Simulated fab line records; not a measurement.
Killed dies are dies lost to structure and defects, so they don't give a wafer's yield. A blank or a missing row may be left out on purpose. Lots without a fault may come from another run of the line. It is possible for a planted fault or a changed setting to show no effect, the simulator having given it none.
Which tool was responsible? | flow n5Finfet | 15 wafers from 6 lots sampled at 5 of the route's 1938 steps

## WHAT THE GAUGES SHOWED, per wafer
N5_BEOL_M4_RC_MEAS_101.
lot  | measured     | on        | DIBL_N (mV/V)
L214 | day 9 03:32  | prober-01 | 37.4 37.7
L216 | day 9 19:46  | prober-02 | 36.9 34.2
L220 | day 10 16:44 | prober-01 | 35.7 33.5 34.9
L222 | day 11 05:10 | prober-02 | 35.7 38.3 35.8
L232 | day 13 16:53 | prober-01 | 35.0 37.7
L231 | day 14 09:05 | prober-01 | 36.0 36.2 36.1

## EACH LOT AND THE TOOL THAT RAN IT (in order: tool; ch and the chambers of the sampled wafers; start)
lot  | N5_BEOL_M3_DEGAS_44         | N5_BEOL_M3_SURFACE_TREAT_85 | N5_BEOL_M3_ANNEAL_87        | N5_BEOL_M3_ANNEAL_91
L214 | pvdSputter-02, day 8 13:19  | pvdSputter-01, day 8 13:48  | pvdSputter-01, day 8 15:06  | pvdSputter-01, day 8 15:32
L216 | pvdSputter-03, day 9 02:58  | pvdSputter-01, day 9 03:18  | pvdSputter-01, day 9 04:20  | pvdSputter-01, day 9 04:47
L220 | pvdSputter-03, day 10 03:03 | pvdSputter-02, day 10 03:32 | pvdSputter-03, day 10 05:43 | pvdSputter-03, day 10 06:09
L222 | pvdSputter-01, day 10 14:14 | pvdSputter-03, day 10 15:45 | pvdSputter-01, day 10 17:19 | pvdSputter-01, day 10 17:46
L232 | pvdSputter-01, day 12 23:00 | pvdSputter-01, day 12 23:22 | pvdSputter-01, day 13 00:26 | pvdSputter-01, day 13 00:53
L231 | pvdSputter-01, day 13 10:35 | pvdSputter-02, day 13 11:00 | pvdSputter-02, day 13 12:11 | pvdSputter-02, day 13 12:37
- N5_BEOL_M3_DEGAS_44: time 60 s.
- N5_BEOL_M3_SURFACE_TREAT_85
- N5_BEOL_M3_ANNEAL_87: time 240 s.
- N5_BEOL_M3_ANNEAL_91: time 240 s.

## THE ANSWER, worked out from the rows above alone
Rule: usual is defined by the lots themselves. The widest of any qualifying gaps counts: lots, ordered by their means at a reading, are off when they make up no more than a third of the lots, leave a main group of 4 or more, and stand apart from it by 3 or more times the standard deviation of that group's means. A main group whose means are all the same, to the digits that the tables above print for the reading, isn't used. Also off: a lot with no number at a reading for which 4 or more lots have one. The other lots that the step has rows for count as sound.
Across all readings shown, no lot is off: no conclusion can be drawn from this.

## WHAT WAS PUT IN BY THE SIMULATOR
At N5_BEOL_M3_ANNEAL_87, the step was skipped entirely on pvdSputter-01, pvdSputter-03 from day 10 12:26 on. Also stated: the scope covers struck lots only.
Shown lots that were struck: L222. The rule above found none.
